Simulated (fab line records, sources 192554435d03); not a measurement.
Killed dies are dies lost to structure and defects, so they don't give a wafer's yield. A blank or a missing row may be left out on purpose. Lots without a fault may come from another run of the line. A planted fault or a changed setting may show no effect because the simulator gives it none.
Chamber matching | flow n5_finfet | N5_MIM_TOP_ALD_00 on ald_hk-03: 4 sister chambers
The step deposits Al2O3, purge time 3 s, co reactant pulse time 3 s. 7 wafers are shown with their chamber, then 8 later ones without.

WAFERS WITH THEIR CHAMBER
wafer  | chamber | precursor_pulse_height_rel
L382.5 | 0       | 1.006
L385.3 | 0       | 1.004
L388.2 | 1       | 1.012
L394.1 | 3       | 0.979
L394.3 | 2       | 0.982
L394.5 | 2       | 1.037
L399.3 | 3       | 1.009

WAFERS WITHOUT THEIR CHAMBER
wafer  | precursor_pulse_height_rel
L399.5 | 1.002
L399.6 | 0.993
L400.1 | 0.992
L400.4 | 1.014
L400.5 | 1.004
L402.2 | 0.985
L402.5 | 1.002
L402.6 | 1.001

WHICH CHAMBER EACH WENT THROUGH
wafer  | from the rows above               | in truth
L399.5 | can't be placed: 0 or 2 or 3 or 1 | 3
L399.6 | can't be placed: 3 or 0 or 2 or 1 | 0
L400.1 | can't be placed: 3 or 0 or 2 or 1 | 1
L400.4 | can't be placed: 1 or 2 or 0 or 3 | 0
L400.5 | can't be placed: 0 or 2 or 1 or 3 | 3
L402.2 | can't be placed: 3 or 0 or 2 or 1 | 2
L402.5 | can't be placed: 0 or 2 or 3 or 1 | 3
L402.6 | can't be placed: 0 or 3 or 2 or 1 | 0
Placed correctly: 0 of 8. Can't be placed from these rows: 8 (the true chamber is among the candidates in 8). Placed wrongly: 0.
How it was worked out, from the rows above alone: a wafer's distance from a chamber is the root of the sum, over the readings, of the square of ((its reading less the chamber's mean) divided by the reading's scatter). The wafer belongs to the nearest chamber; if the next one is less than 2 further off, it can't be placed. A chamber's mean is the mean of its shown wafers. The scatter: the root of (the sum of the squares of (reading less its chamber's mean) over the shown wafers, divided by (wafers less chambers)).
